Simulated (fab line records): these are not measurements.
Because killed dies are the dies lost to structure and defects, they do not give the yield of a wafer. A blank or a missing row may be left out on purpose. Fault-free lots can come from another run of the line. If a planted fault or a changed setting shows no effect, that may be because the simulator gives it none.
Which tool did it? + flow nand_harc + 36 wafers from 12 lots sampled at 4 of the route's 1159 steps

WHAT EACH GAUGE READ, for each wafer
NHARC_A_BLC_INSPECT_28.
| lot  | measured     | on                | raw_defect_count |
|------|--------------|-------------------|------------------|
| L074 | day 17 13:55 | defect_inspect-01 | 311 363 372      |
| L076 | day 17 21:58 | defect_inspect-01 | 429 549 554      |
| L080 | day 18 15:26 | defect_inspect-02 | 611 604 421      |
| L078 | day 18 23:42 | defect_inspect-02 | 420 454 412      |
| L082 | day 19 20:13 | defect_inspect-02 | 348 366 337      |
| L088 | day 20 10:49 | defect_inspect-01 | 406 495 476      |
| L085 | day 20 18:07 | defect_inspect-01 | 350 339 534      |
| L090 | day 20 23:27 | defect_inspect-01 | 382 682 323      |
| L093 | day 22 00:31 | defect_inspect-01 | 385 338 454      |
| L091 | day 22 05:58 | defect_inspect-01 | 635 643 848      |
| L096 | day 23 02:53 | defect_inspect-02 | 1015 714 456     |
| L097 | day 23 22:41 | defect_inspect-01 | 299 396 436      |

WHICH TOOL RAN EACH LOT (tool, then ch and the chambers of the sampled wafers, then the start)
| lot  | NHARC_A_CONTACT_ETCH_97                       | NHARC_A_CONTACT_STRIP_26                      | NHARC_A_BLC_DESCUM_15              |
|------|-----------------------------------------------|-----------------------------------------------|------------------------------------|
| L074 | rie_diel-02 ch 0,3, day 16 22:22 or earlier   | rie_diel-09 ch 0,1,2, day 16 22:22 or earlier | rie_diel-05 ch 0,2,3, day 16 22:22 |
| L076 | rie_diel-10 ch 0,1,3, day 17 18:52 or earlier | rie_diel-10 ch 0,1,2, day 17 18:52 or earlier | rie_diel-05 ch 0,3, day 17 18:52   |
| L080 | rie_diel-09 ch 0,1,3, day 17 21:09            | rie_diel-10 ch 0,3, day 18 10:48 or earlier   | rie_diel-12 ch 0,1, day 18 10:48   |
| L078 | rie_diel-10 ch 0,3, day 18 19:17 or earlier   | rie_diel-09 ch 1,2, day 18 19:17 or earlier   | rie_diel-05 ch 0,1,2, day 18 19:17 |
| L082 | rie_diel-10 ch 0,2,3, day 19 14:31 or earlier | rie_diel-10 ch 1,2, day 19 14:31 or earlier   | rie_diel-03 ch 0,2,3, day 19 14:31 |
| L088 | rie_diel-10 ch 1,2,3, day 20 03:25 or earlier | rie_diel-10 ch 1,2, day 20 03:25 or earlier   | rie_diel-12 ch 1,3, day 20 03:25   |
| L085 | rie_diel-10 ch 1,2,3, day 20 13:04 or earlier | rie_diel-02 ch 2,3, day 20 13:04 or earlier   | rie_diel-05 ch 0,3, day 20 13:04   |
| L090 | rie_diel-10 ch 1,3, day 20 11:01              | rie_diel-09 ch 1,2,3, day 20 20:28 or earlier | rie_diel-05 ch 1,2,3, day 20 20:28 |
| L093 | rie_diel-10 ch 0,1, day 21 00:20              | rie_diel-09 ch 0,1,3, day 21 21:31 or earlier | rie_diel-05 ch 0,3, day 21 21:31   |
| L091 | rie_diel-10 ch 0,1,2, day 21 23:38 or earlier | rie_diel-10 ch 0,3, day 21 23:38 or earlier   | rie_diel-03 ch 0,3, day 21 23:38   |
| L096 | rie_diel-09 ch 0,1, day 22 20:01 or earlier   | rie_diel-02 ch 0,1,2, day 22 20:01 or earlier | rie_diel-12 ch 2,3, day 22 20:01   |
| L097 | rie_diel-10 ch 0,1,3, day 23 14:16 or earlier | rie_diel-09 ch 0,1, day 23 14:16 or earlier   | rie_diel-05 ch 0,2, day 23 14:16   |
- NHARC_A_CONTACT_ETCH_97: etches the open film in C4F6/O2, target depth 20 nm, time 10 s.
- NHARC_A_CONTACT_STRIP_26: strips in O2.
- NHARC_A_BLC_DESCUM_15: chemistry O2, time 3 s.

THE ANSWER, worked out from the rows above alone
Rule: the usual values come from the lots themselves. The widest of any qualifying gaps counts: lots, ordered by their means at a reading, are off when they make up no more than a third of the lots, leave a main group of 4 or more, and stand apart from it by 3 or more times the standard deviation of that group's means. A main group is skipped when, at the precision printed for the reading in the tables above, its means are all equal. Also off: a lot with no number at a reading for which 4 or more lots have one. Where the step has rows for the other lots, those lots are counted as sound.
Across all readings shown, no lot is off: no conclusion can be drawn from this.

WHAT THE SIMULATOR HAD INSERTED
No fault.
